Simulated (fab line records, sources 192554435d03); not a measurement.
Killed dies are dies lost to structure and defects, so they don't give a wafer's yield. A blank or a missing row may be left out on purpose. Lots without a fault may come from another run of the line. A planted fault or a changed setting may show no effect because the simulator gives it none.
Chamber matching | flow n5_finfet | N5_BEOL_M4_ETCH_69 on rie_diel-04: 4 sister chambers
The step etches SiARC in CF4, target depth 15.6 nm, time 26 s. 4 wafers are shown with their chamber, then 9 later ones without.

WAFERS WITH THEIR CHAMBER
wafer  | chamber | throttle_valve_pct (%)
L079.1 | 2       | 16.00
L085.2 | 0       | 15.27
L086.3 | 3       | 15.35
L086.5 | 1       | 16.06

WAFERS WITHOUT THEIR CHAMBER
wafer  | throttle_valve_pct (%)
L087.1 | 15.28
L087.2 | 15.36
L087.3 | 15.48
L093.1 | 15.41
L093.2 | 15.62
L093.3 | 15.52
L097.1 | 15.40
L097.3 | 15.63
L097.6 | 15.32

WHICH CHAMBER EACH WENT THROUGH
wafer  | from the rows above               | in truth
L087.1 | can't be placed: 0 or 3           | 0
L087.2 | can't be placed: 3 or 0           | 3
L087.3 | can't be placed: 3 or 0           | 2
L093.1 | can't be placed: 3 or 0           | 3
L093.2 | can't be placed: 3 or 0 or 2 or 1 | 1
L093.3 | can't be placed: 3 or 0           | 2
L097.1 | can't be placed: 3 or 0           | 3
L097.3 | can't be placed: 3 or 0 or 2 or 1 | 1
L097.6 | can't be placed: 3 or 0           | 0
Placed correctly: 0 of 9. Can't be placed from these rows: 9 (the true chamber is among the candidates in 7). Placed wrongly: 0.
How it was worked out, from the rows above alone: a wafer's distance from a chamber is the root of the sum, over the readings, of the square of ((its reading less the chamber's mean) divided by the reading's scatter). The wafer belongs to the nearest chamber; if the next one is less than 2 further off, it can't be placed. A chamber's mean is the mean of its shown wafers. The scatter: with one shown wafer a chamber, the root of the mean of the squares of how far each hidden wafer lies from its nearest shown one.
